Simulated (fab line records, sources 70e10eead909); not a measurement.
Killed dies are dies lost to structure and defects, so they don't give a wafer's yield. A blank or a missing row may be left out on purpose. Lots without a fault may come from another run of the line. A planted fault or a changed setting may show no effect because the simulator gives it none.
Chamber matching | flow nand_harc | NHARC_A_M0_ETCH_34 on rie_diel-11: 4 sister chambers
The step etches the open film in N2/H2, target depth 40 nm, overetch 12 nm, time 43.94 s. 8 wafers are shown with their chamber, then 12 later ones without.

WAFERS WITH THEIR CHAMBER
wafer  | chamber | drypump_motor_current_A (A) | rf_vpp_V (V)
L079.4 | 3       | 5.6                         | 431.1
L085.5 | 2       | 6.6                         | 428.9
L085.4 | 0       | 5.1                         | 433.0
L088.1 | 3       | 5.6                         | 431.6
L088.6 | 2       | 6.6                         | 427.9
L087.3 | 1       | 5.7                         | 428.9
L087.4 | 0       | 5.1                         | 433.6
L087.6 | 1       | 5.8                         | 428.0

WAFERS WITHOUT THEIR CHAMBER
wafer  | drypump_motor_current_A (A) | rf_vpp_V (V)
L087.1 | 5.6                         | 432.8
L087.2 | 6.6                         | 428.7
L087.5 | 5.1                         | 431.9
L089.1 | 5.7                         | 429.5
L089.3 | 5.1                         | 431.3
L089.4 | 6.6                         | 426.9
L090.3 | 5.0                         | 431.5
L090.5 | 5.8                         | 429.1
L090.6 | 6.6                         | 429.5
L095.2 | 5.6                         | 432.1
L095.4 | 6.6                         | 428.9
L095.6 | 5.1                         | 433.4

WHICH CHAMBER EACH WENT THROUGH
wafer  | from the rows above | in truth
L087.1 | 3                   | 3
L087.2 | 2                   | 2
L087.5 | 0                   | 0
L089.1 | 1                   | 1
L089.3 | 0                   | 0
L089.4 | 2                   | 2
L090.3 | 0                   | 0
L090.5 | 1                   | 1
L090.6 | 2                   | 2
L095.2 | 3                   | 3
L095.4 | 2                   | 2
L095.6 | 0                   | 0
Placed correctly: 12 of 12. Can't be placed from these rows: 0. Placed wrongly: 0.
How it was worked out, from the rows above alone: a wafer's distance from a chamber is the root of the sum, over the readings, of the square of ((its reading less the chamber's mean) divided by the reading's scatter). The wafer belongs to the nearest chamber; if the next one is less than 2 further off, it can't be placed. A chamber's mean is the mean of its shown wafers. The scatter: the root of (the sum of the squares of (reading less its chamber's mean) over the shown wafers, divided by (wafers less chambers)).
